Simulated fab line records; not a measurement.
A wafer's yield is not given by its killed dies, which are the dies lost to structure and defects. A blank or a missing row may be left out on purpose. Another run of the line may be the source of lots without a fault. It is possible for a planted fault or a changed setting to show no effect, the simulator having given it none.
Chamber matching :: flow nandHarc :: rieSi-03 running NHARC_A_CHANNEL_FILL_D2_ETCHBACK_19: 4 sister chambers
The step etches the open film in HBr/Cl2, target depth 5 nm, time 1.7 s. 4 wafers are shown with their chamber, then 11 later ones without.

WAFERS WITH THEIR CHAMBER
wafer: L085.3
chamber: 0
drypumpMotorCurrentA (A): 6.0

wafer: L088.4
chamber: 2
drypumpMotorCurrentA (A): 5.0

wafer: L088.6
chamber: 3
drypumpMotorCurrentA (A): 6.6

wafer: L090.1
chamber: 1
drypumpMotorCurrentA (A): 6.0

WAFERS MISSING THEIR CHAMBER
wafer: L090.3
drypumpMotorCurrentA (A): 5.9

wafer: L090.6
drypumpMotorCurrentA (A): 6.6

wafer: L092.3
drypumpMotorCurrentA (A): 6.0

wafer: L092.4
drypumpMotorCurrentA (A): 6.0

wafer: L092.6
drypumpMotorCurrentA (A): 6.0

wafer: L093.2
drypumpMotorCurrentA (A): 6.0

wafer: L093.4
drypumpMotorCurrentA (A): 5.0

wafer: L093.5
drypumpMotorCurrentA (A): 6.0

wafer: L097.1
drypumpMotorCurrentA (A): 5.0

wafer: L097.2
drypumpMotorCurrentA (A): 6.6

wafer: L097.5
drypumpMotorCurrentA (A): 5.0

WHICH CHAMBER EACH ONE RAN IN
wafer: L090.3
from the rows above: can't be placed: 0 or 1
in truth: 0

wafer: L090.6
from the rows above: 3
in truth: 3

wafer: L092.3
from the rows above: can't be placed: 0 or 1
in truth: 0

wafer: L092.4
from the rows above: can't be placed: 0 or 1
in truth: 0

wafer: L092.6
from the rows above: can't be placed: 0 or 1
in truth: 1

wafer: L093.2
from the rows above: can't be placed: 0 or 1
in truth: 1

wafer: L093.4
from the rows above: 2
in truth: 2

wafer: L093.5
from the rows above: can't be placed: 0 or 1
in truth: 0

wafer: L097.1
from the rows above: 2
in truth: 2

wafer: L097.2
from the rows above: 3
in truth: 3

wafer: L097.5
from the rows above: 2
in truth: 2
Correctly placed: 5 of 11. Unplaceable from these rows: 6, with the true chamber sitting among the candidates in 6. Placed wrongly: 0.
How it was worked out, from the rows above alone: a wafer's distance from a chamber is the root of the sum, over the readings, of the square of ((its reading less the chamber's mean) divided by the reading's scatter). If the next closest chamber is less than 2 further off than the closest, the wafer can't be placed; otherwise it belongs to the closest. A chamber's mean is the mean of its shown wafers. The scatter: root of mean squared gap, hidden wafer to nearest shown wafer, with one shown wafer a chamber.
